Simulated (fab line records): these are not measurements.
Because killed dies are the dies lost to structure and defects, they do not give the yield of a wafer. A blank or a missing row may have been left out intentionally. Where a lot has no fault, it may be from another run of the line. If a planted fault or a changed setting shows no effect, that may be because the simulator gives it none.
Which tool was responsible?	flow n5Finfet	24 lots with 72 wafers sampled at 6 steps, on a route of 1938 steps

## WHAT EACH GAUGE READ, for each wafer
No reading from a measuring or inspecting step in the record can be judged against a usual standard deviation.

## WHAT TOOL EACH LOT RAN ON (gives the tool, then ch and the chambers of the sampled wafers, and finally the start)
lot	N5_BEOL_M1_VIA_ETCH_34	N5_BEOL_M1_STRIP_36	N5_BEOL_M1_SURFACE_TREAT_85	N5_BEOL_M1_SPUTTER_88	N5_BEOL_M1_ANNEAL_89	N5_BEOL_M1_ANNEAL_51
L075	rieDiel-03 ch 0,2, day 7 06:54	rieDiel-03 ch 0,2, day 7 06:58	pvdSputter-01, day 7 08:11	pvdSputter-01, day 7 09:55	pvdSputter-01, day 7 10:00	rtpAnneal-01 ch 0, day 7 11:02
L074	rieDiel-01 ch 0,2,3, day 7 07:32	rieDiel-01 ch 0,2,3, day 7 07:36	pvdSputter-01, day 7 08:22	pvdSputter-03, day 7 11:24	pvdSputter-03, day 7 11:29	rtpAnneal-02 ch 0, day 7 12:43
L077	rieDiel-06 ch 2,3, day 7 11:16	rieDiel-06 ch 2,3, day 7 11:20	pvdSputter-01, day 7 12:20	pvdSputter-01, day 7 13:41	pvdSputter-01, day 7 13:46	rtpAnneal-02 ch 0, day 7 14:48
L078	rieDiel-01 ch 0,1, day 7 11:28	rieDiel-01 ch 0,1, day 7 11:31	pvdSputter-03, day 7 12:50	pvdSputter-03, day 7 14:12	pvdSputter-03, day 7 14:17	rtpAnneal-02 ch 0, day 7 15:17
L079	rieDiel-01 ch 0,2,3, day 7 23:53	rieDiel-01 ch 0,2,3, day 7 23:57	pvdSputter-01, day 8 01:02	pvdSputter-03, day 8 02:19	pvdSputter-03, day 8 02:23	rtpAnneal-02 ch 0, day 8 03:45
L076	rieDiel-01 ch 2,3, day 8 03:47	rieDiel-01 ch 2,3, day 8 03:50	pvdSputter-03, day 8 04:44	pvdSputter-02, day 8 05:53	pvdSputter-02, day 8 05:58	rtpAnneal-01 ch 0, day 8 07:01
L080	rieDiel-01 ch 0,2, day 8 07:44	rieDiel-01 ch 0,2, day 8 07:47	pvdSputter-01, day 8 08:41	pvdSputter-03, day 8 10:03	pvdSputter-03, day 8 10:08	rtpAnneal-01 ch 0, day 8 11:08
L081	rieDiel-06 ch 0,3, day 8 08:01	rieDiel-06 ch 0,3, day 8 08:04	pvdSputter-03, day 8 09:00	pvdSputter-03, day 8 11:53	pvdSputter-03, day 8 11:58	rtpAnneal-02 ch 0, day 8 13:04
L082	rieDiel-03 ch 2,3, day 8 16:05	rieDiel-03 ch 2,3, day 8 16:09	pvdSputter-01, day 8 16:58	pvdSputter-02, day 8 18:21	pvdSputter-02, day 8 18:26	rtpAnneal-01 ch 0, day 8 19:31
L083	rieDiel-06 ch 0,1,3, day 8 16:11	rieDiel-06 ch 0,1,3, day 8 16:15	pvdSputter-02, day 8 17:10	pvdSputter-01, day 8 19:46	pvdSputter-01, day 8 19:50	rtpAnneal-02 ch 0, day 8 20:53
L084	rieDiel-06 ch 0,1,3, day 8 20:14	rieDiel-06 ch 0,1,3, day 8 20:18	pvdSputter-03, day 8 21:26	pvdSputter-01, day 9 00:12	pvdSputter-01, day 9 00:17	rtpAnneal-01 ch 0, day 9 01:17
L085	rieDiel-01 ch 2,3, day 9 03:02	rieDiel-01 ch 2,3, day 9 03:06	pvdSputter-03, day 9 04:58	pvdSputter-01, day 9 06:10	pvdSputter-01, day 9 06:14	rtpAnneal-01 ch 0, day 9 07:28
L086	rieDiel-01 ch 1,2, day 9 09:51	rieDiel-01 ch 1,2, day 9 09:55	pvdSputter-03, day 9 10:46	pvdSputter-03, day 9 11:53	pvdSputter-03, day 9 11:58	rtpAnneal-01 ch 0, day 9 13:01
L087	rieDiel-03 ch 0,1, day 9 16:58	rieDiel-03 ch 0,1, day 9 17:01	pvdSputter-03, day 9 21:41	pvdSputter-02, day 9 23:05	pvdSputter-02, day 9 23:10	rtpAnneal-01 ch 0, day 10 00:25
L088	rieDiel-01 ch 1,2,3, day 9 21:56	rieDiel-01 ch 1,2,3, day 9 22:00	pvdSputter-03, day 9 22:53	pvdSputter-01, day 10 00:07	pvdSputter-01, day 10 00:11	rtpAnneal-01 ch 0, day 10 01:17
L089	rieDiel-01 ch 0,1,3, day 10 05:59	rieDiel-01 ch 0,1,3, day 10 06:02	pvdSputter-02, day 10 08:02	pvdSputter-02, day 10 09:14	pvdSputter-02, day 10 09:19	rtpAnneal-01 ch 0, day 10 10:18
L090	rieDiel-01 ch 0,2, day 10 11:26	rieDiel-01 ch 0,2, day 10 11:30	pvdSputter-01, day 10 12:50	pvdSputter-03, day 10 13:56	pvdSputter-03, day 10 14:01	rtpAnneal-02 ch 0, day 10 15:07
L091	rieDiel-01 ch 0,1,3, day 10 19:39	rieDiel-01 ch 0,1,3, day 10 19:43	pvdSputter-03, day 10 20:56	pvdSputter-03, day 10 22:04	pvdSputter-03, day 10 22:08	rtpAnneal-01 ch 0, day 10 23:08
L093	rieDiel-03 ch 1,2,3, day 10 22:41	rieDiel-03 ch 1,2,3, day 10 22:44	pvdSputter-02, day 10 23:53	pvdSputter-01, day 11 02:26	pvdSputter-01, day 11 02:31	rtpAnneal-02 ch 0, day 11 03:35
L092	rieDiel-01 ch 1,2, day 11 03:00	rieDiel-01 ch 1,2, day 11 03:04	pvdSputter-01, day 11 04:04	pvdSputter-01, day 11 05:14	pvdSputter-01, day 11 05:19	rtpAnneal-02 ch 0, day 11 06:18
L094	rieDiel-06 ch 0,2, day 11 08:12	rieDiel-06 ch 0,2, day 11 08:16	pvdSputter-03, day 11 09:14	pvdSputter-01, day 11 10:33	pvdSputter-01, day 11 10:38	rtpAnneal-01 ch 0, day 11 11:41
L096	rieDiel-01 ch 1,2,3, day 11 17:01	rieDiel-01 ch 1,2,3, day 11 17:04	pvdSputter-02, day 11 17:56	pvdSputter-01, day 11 19:18	pvdSputter-01, day 11 19:23	rtpAnneal-01 ch 0, day 11 20:25
L095	rieDiel-03 ch 1,3, day 11 17:03	rieDiel-03 ch 1,3, day 11 17:07	pvdSputter-01, day 11 17:56	pvdSputter-02, day 11 19:20	pvdSputter-02, day 11 19:25	rtpAnneal-02 ch 0, day 11 20:24
L097	rieDiel-01 ch 0,2,3, day 12 01:21	rieDiel-01 ch 0,2,3, day 12 01:25	pvdSputter-02, day 12 02:43	pvdSputter-02, day 12 03:53	pvdSputter-02, day 12 03:58	rtpAnneal-01 ch 0, day 12 05:03
- N5_BEOL_M1_VIA_ETCH_34: etches the open film in C4F6/O2, target depth 67.8 nm, time 64.4 s.
- N5_BEOL_M1_STRIP_36: strips in N2/H2.
- N5_BEOL_M1_SURFACE_TREAT_85
- N5_BEOL_M1_SPUTTER_88: material Cu, target thk 4.5 nm, time 8.29 s.
- N5_BEOL_M1_ANNEAL_89: time 240 s.
- N5_BEOL_M1_ANNEAL_51: time 90 s.

## AS READ BY THE TOOLS THEMSELVES (means over the sampled wafers that have a number; for cases with no such wafer, the mark the record gives instead)
N5_BEOL_M1_VIA_ETCH_34. Usual: drypumpMotorCurrentA 5.8 A, standard deviation 0.47; oes_o_777_au 0.79 a.u., standard deviation 0.072; oesProductAu 0.79 a.u., standard deviation 0.077; rfVppV 671 V, standard deviation 7.4; showerheadPlenumPTorr 2.83 Torr, standard deviation 0.09; throttleValvePct 30.70 %, standard deviation 0.29.
lot	tool	drypumpMotorCurrentA (A)	oes_o_777_au (a.u.)	oesProductAu (a.u.)	rfVppV (V)	showerheadPlenumPTorr (Torr)	throttleValvePct (%)	flag
L075	rieDiel-03	5.4	0.90	0.92	675	2.89	30.62	
L074	rieDiel-01	6.0	0.80	0.80	676	2.86	30.56	
L077	rieDiel-06	5.9	0.73	0.75	676	2.94	30.72	
L078	rieDiel-01	5.9	0.74	0.72	671	2.76	30.94	
L079	rieDiel-01	6.0	0.80	0.79	676	2.86	30.57	
L076	rieDiel-01	6.1	0.85	0.85	672	2.84	30.37	
L080	rieDiel-01	6.0	0.74	0.73	679	2.87	30.77	
L081	rieDiel-06	6.2	0.81	0.81	670	2.85	30.42	
L082	rieDiel-03	4.8	0.80	0.77	660	2.78	30.82	
L083	rieDiel-06	5.9	0.87	0.87	664	2.88	30.57	
L084	rieDiel-06	5.9	0.87	0.86	665	2.88	30.57	
L085	rieDiel-01	6.1	0.84	0.84	672	2.83	30.39	
L086	rieDiel-01	5.9	0.76	0.76	672	2.89	30.80	
L087	rieDiel-03	5.3	0.86	0.88	679	2.84	30.75	
L088	rieDiel-01	6.0	0.79	0.78	671	2.82	30.66	
L089	rieDiel-01	6.0	0.77	0.76	672	2.77	30.71	
L090	rieDiel-01	6.0	0.72	0.71	678	2.87	30.77	
L091	rieDiel-01	6.1	0.77	0.76	672	2.76	30.71	
L093	rieDiel-03	4.9	0.80	0.78	663	2.78	30.92	
L092	rieDiel-01	5.8	0.74	0.73	669	2.80	30.93	
L094	rieDiel-06	6.2	0.74	0.78	672	2.94	30.57	
L096	rieDiel-01	6.0	0.78	0.77	670	2.82	30.66	
L095	rieDiel-03	4.9	0.79	0.78	667	2.74	31.01	
L097	rieDiel-01	6.0	0.77	0.76	675	2.84	30.61	

N5_BEOL_M1_STRIP_36. Usual: drypumpMotorCurrentA 5.8 A, standard deviation 0.47; oesProductAu 0.79 a.u., standard deviation 0.075; rfVppV 59.2 V, standard deviation 1.4; showerheadPlenumPTorr 2.53 Torr, standard deviation 0.081; throttleValvePct 23.6 %, standard deviation 0.31.
lot	tool	drypumpMotorCurrentA (A)	oesProductAu (a.u.)	rfVppV (V)	showerheadPlenumPTorr (Torr)	throttleValvePct (%)	flag
L075	rieDiel-03	5.4	0.91	60.1	2.60	23.6	
L074	rieDiel-01	6.0	0.79	60.2	2.56	23.4	
L077	rieDiel-06	6.0	0.76	58.6	2.61	23.5	
L078	rieDiel-01	5.9	0.72	58.1	2.47	23.8	
L079	rieDiel-01	6.0	0.79	59.9	2.56	23.4	
L076	rieDiel-01	6.2	0.84	59.7	2.53	23.1	
L080	rieDiel-01	6.0	0.73	59.2	2.57	23.7	
L081	rieDiel-06	6.2	0.81	58.5	2.55	23.4	
L082	rieDiel-03	4.8	0.77	58.8	2.49	23.9	
L083	rieDiel-06	5.9	0.86	58.9	2.58	23.5	
L084	rieDiel-06	5.9	0.86	60.1	2.58	23.5	
L085	rieDiel-01	6.1	0.84	58.9	2.53	23.2	
L086	rieDiel-01	5.9	0.75	58.1	2.58	23.6	
L087	rieDiel-03	5.3	0.87	57.5	2.55	23.6	
L088	rieDiel-01	6.0	0.78	60.1	2.51	23.5	
L089	rieDiel-01	6.0	0.76	58.5	2.47	23.6	
L090	rieDiel-01	6.0	0.72	57.9	2.57	23.7	
L091	rieDiel-01	6.0	0.75	58.0	2.47	23.6	
L093	rieDiel-03	4.9	0.78	59.6	2.49	23.9	
L092	rieDiel-01	5.8	0.72	58.2	2.50	23.7	
L094	rieDiel-06	6.2	0.78	60.3	2.62	23.5	
L096	rieDiel-01	6.0	0.76	58.5	2.51	23.5	
L095	rieDiel-03	4.9	0.79	59.6	2.44	24.0	
L097	rieDiel-01	6.1	0.77	58.9	2.54	23.4	

N5_BEOL_M1_SPUTTER_88. Usual: throttleValvePct at 30.2 %, with a standard deviation of 0.95.
lot	tool	throttleValvePct (%)	flag
L075	pvdSputter-01	29.7	
L074	pvdSputter-03	30.0	
L077	pvdSputter-01	29.0	
L078	pvdSputter-03	31.0	
L079	pvdSputter-03	31.2	
L076	pvdSputter-02	30.6	
L080	pvdSputter-03	30.4	
L081	pvdSputter-03	30.6	
L082	pvdSputter-02	30.7	
L083	pvdSputter-01	29.6	
L084	pvdSputter-01	30.4	
L085	pvdSputter-01	29.5	
L086	pvdSputter-03	31.0	
L087	pvdSputter-02	31.1	
L088	pvdSputter-01	30.3	
L089	pvdSputter-02	30.5	
L090	pvdSputter-03	31.4	
L091	pvdSputter-03	31.0	
L093	pvdSputter-01	29.7	
L092	pvdSputter-01	29.6	
L094	pvdSputter-01	30.4	
L096	pvdSputter-01	29.6	
L095	pvdSputter-02	30.4	
L097	pvdSputter-02	30.1	

N5_BEOL_M1_ANNEAL_89. Usual: heaterPowerW at 848 W, with a standard deviation of 85.
lot	tool	heaterPowerW (W)	flag
L075	pvdSputter-01	807	
L074	pvdSputter-03	937	
L077	pvdSputter-01	858	
L078	pvdSputter-03	844	
L079	pvdSputter-03	849	
L076	pvdSputter-02	931	
L080	pvdSputter-03	890	
L081	pvdSputter-03	894	
L082	pvdSputter-02	932	
L083	pvdSputter-01	847	
L084	pvdSputter-01	815	
L085	pvdSputter-01	820	
L086	pvdSputter-03	811	
L087	pvdSputter-02	894	
L088	pvdSputter-01	811	
L089	pvdSputter-02	861	
L090	pvdSputter-03	736	
L091	pvdSputter-03	823	
L093	pvdSputter-01	826	
L092	pvdSputter-01	837	
L094	pvdSputter-01	842	
L096	pvdSputter-01	814	
L095	pvdSputter-02	861	
L097	pvdSputter-02	932	

N5_BEOL_M1_ANNEAL_51. Usual: wafer_temp_C_max at 225.89, with a standard deviation of 0.25.
lot	tool	wafer_temp_C_max	flag
L075	rtpAnneal-01	225.74	
L074	rtpAnneal-02	226.41	
L077	rtpAnneal-02	226.13	
L078	rtpAnneal-02	226.19	
L079	rtpAnneal-02	226.08	
L076	rtpAnneal-01	225.79	
L080	rtpAnneal-01	225.88	
L081	rtpAnneal-02	226.02	
L082	rtpAnneal-01	226.07	
L083	rtpAnneal-02	225.82	
L084	rtpAnneal-01	225.71	
L085	rtpAnneal-01	225.67	
L086	rtpAnneal-01	225.71	
L087	rtpAnneal-01	225.60	
L088	rtpAnneal-01	225.59	
L089	rtpAnneal-01	225.81	
L090	rtpAnneal-02	226.39	
L091	rtpAnneal-01	226.09	
L093	rtpAnneal-02	226.10	
L092	rtpAnneal-02	226.11	
L094	rtpAnneal-01	226.03	
L096	rtpAnneal-01	225.85	
L095	rtpAnneal-02	225.87	
L097	rtpAnneal-01	225.89	

## THE ANSWER, worked out from the rows above alone
Rule: a lot counts as off when the mean over its wafers that have a number is more than 3 standard deviations away from the usual mean. Also off: a lot with no number at a reading for which 4 or more lots have one. Where the step has rows for the other lots, those lots are counted as sound. Order of review: gauges by route order, followed by the tools' own readings, for which a lot's mean as printed above is used. The first step at which some lot is off is used, and at that step the reading that is off furthest; a lot without a number counts as furthest.
Across all readings shown, no lot is off: no conclusion can be drawn from this.

## WHAT THE SIMULATOR HAD PUT IN
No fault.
